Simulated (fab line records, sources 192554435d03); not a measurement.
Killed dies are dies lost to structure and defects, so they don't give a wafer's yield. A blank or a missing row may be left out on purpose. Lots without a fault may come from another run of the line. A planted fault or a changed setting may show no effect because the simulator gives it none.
Chamber matching | flow n5_finfet | N5_HKMG_FIN_ALD_21 on ald_metal-02: 4 sister chambers
The step deposits TiN, target thk 1.5 nm, pulse time 1 s, purge time 3 s. 8 wafers are shown with their chamber, then 8 later ones without.

WAFERS WITH THEIR CHAMBER
wafer  | chamber | heater_power_w (W) | precursor_pulse_height_rel
L081.2 | 3       | 743                | 0.988
L088.1 | 3       | 751                | 0.998
L089.3 | 2       | 995                | 1.010
L089.5 | 1       | 816                | 1.013
L090.2 | 0       | 763                | 1.014
L090.3 | 1       | 810                | 0.994
L090.4 | 2       | 1035               | 0.999
L092.1 | 0       | 794                | 1.010

WAFERS WITHOUT THEIR CHAMBER
wafer  | heater_power_w (W) | precursor_pulse_height_rel
L092.2 | 744                | 0.972
L092.5 | 820                | 1.013
L093.4 | 825                | 0.995
L093.5 | 1025               | 1.025
L093.6 | 818                | 0.987
L096.1 | 1022               | 0.994
L096.2 | 840                | 0.957
L096.6 | 1016               | 1.001

WHICH CHAMBER EACH WENT THROUGH
wafer  | from the rows above          | in truth
L092.2 | 3                            | 3
L092.5 | can't be placed: 1 or 0      | 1
L093.4 | 1                            | 1
L093.5 | 2                            | 2
L093.6 | can't be placed: 1 or 0      | 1
L096.1 | 2                            | 2
L096.2 | can't be placed: 1 or 3 or 0 | 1
L096.6 | 2                            | 2
Placed correctly: 5 of 8. Can't be placed from these rows: 3 (the true chamber is among the candidates in 3). Placed wrongly: 0.
How it was worked out, from the rows above alone: a wafer's distance from a chamber is the root of the sum, over the readings, of the square of ((its reading less the chamber's mean) divided by the reading's scatter). The wafer belongs to the nearest chamber; if the next one is less than 2 further off, it can't be placed. A chamber's mean is the mean of its shown wafers. The scatter: the root of (the sum of the squares of (reading less its chamber's mean) over the shown wafers, divided by (wafers less chambers)).
